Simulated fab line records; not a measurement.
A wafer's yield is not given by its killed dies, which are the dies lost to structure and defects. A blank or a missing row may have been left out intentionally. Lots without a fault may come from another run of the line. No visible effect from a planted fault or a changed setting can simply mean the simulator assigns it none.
Matching of chambers / flow n5-finfet / N5_GATE_CUT_CMP_23 on cmp-03 has 4 sister chambers
The step polishes, stops on SiO2, t overpolish 23.4 s, target thk 16 nm. 8 wafers are shown with their chamber, then 9 later ones without.

== WAFERS, EACH WITH ITS CHAMBER ==
wafer=L078.6; chamber=2; motor-current-A (A)=8.1; overpolish-run-s (s)=23.392
wafer=L085.4; chamber=1; motor-current-A (A)=10.4; overpolish-run-s (s)=23.399
wafer=L089.1; chamber=0; motor-current-A (A)=9.0; overpolish-run-s (s)=23.408
wafer=L089.2; chamber=2; motor-current-A (A)=8.6; overpolish-run-s (s)=23.383
wafer=L089.3; chamber=3; motor-current-A (A)=8.4; overpolish-run-s (s)=23.418
wafer=L093.1; chamber=3; motor-current-A (A)=8.2; overpolish-run-s (s)=23.402
wafer=L093.5; chamber=1; motor-current-A (A)=10.2; overpolish-run-s (s)=23.406
wafer=L093.6; chamber=0; motor-current-A (A)=9.2; overpolish-run-s (s)=23.393

== WAFERS WHOSE CHAMBER IS MISSING ==
wafer=L091.2; motor-current-A (A)=8.2; overpolish-run-s (s)=23.388
wafer=L091.4; motor-current-A (A)=8.7; overpolish-run-s (s)=23.404
wafer=L091.6; motor-current-A (A)=8.4; overpolish-run-s (s)=23.404
wafer=L094.2; motor-current-A (A)=8.4; overpolish-run-s (s)=23.406
wafer=L094.3; motor-current-A (A)=8.7; overpolish-run-s (s)=23.403
wafer=L094.6; motor-current-A (A)=9.4; overpolish-run-s (s)=23.411
wafer=L096.1; motor-current-A (A)=8.9; overpolish-run-s (s)=23.396
wafer=L096.3; motor-current-A (A)=10.5; overpolish-run-s (s)=23.402
wafer=L096.5; motor-current-A (A)=9.5; overpolish-run-s (s)=23.408

== WHICH CHAMBER EACH WENT THROUGH ==
wafer=L091.2; from the rows above=can't be placed: 2 or 3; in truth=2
wafer=L091.4; from the rows above=can't be placed: 0 or 3 or 2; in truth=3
wafer=L091.6; from the rows above=can't be placed: 3 or 2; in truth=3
wafer=L094.2; from the rows above=can't be placed: 3 or 2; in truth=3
wafer=L094.3; from the rows above=can't be placed: 0 or 3 or 2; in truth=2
wafer=L094.6; from the rows above=0; in truth=0
wafer=L096.1; from the rows above=can't be placed: 0 or 2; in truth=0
wafer=L096.3; from the rows above=1; in truth=1
wafer=L096.5; from the rows above=can't be placed: 0 or 1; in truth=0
2 of 9 placed correctly. From these rows, 7 cannot be placed; in 7 the true chamber is one of the candidates. Number placed wrongly: 0.
How it was worked out, from the rows above alone: a wafer's distance from a chamber is the root of the sum, over the readings, of the square of ((its reading less the chamber's mean) divided by the reading's scatter). The wafer belongs to the nearest chamber; if the next one is less than 2 further off, it can't be placed. Each chamber's mean is taken over the wafers shown for it. The scatter is the square root of a quotient: the sum, over the shown wafers, of each reading's squared deviation from its chamber's mean, divided by wafers minus chambers.
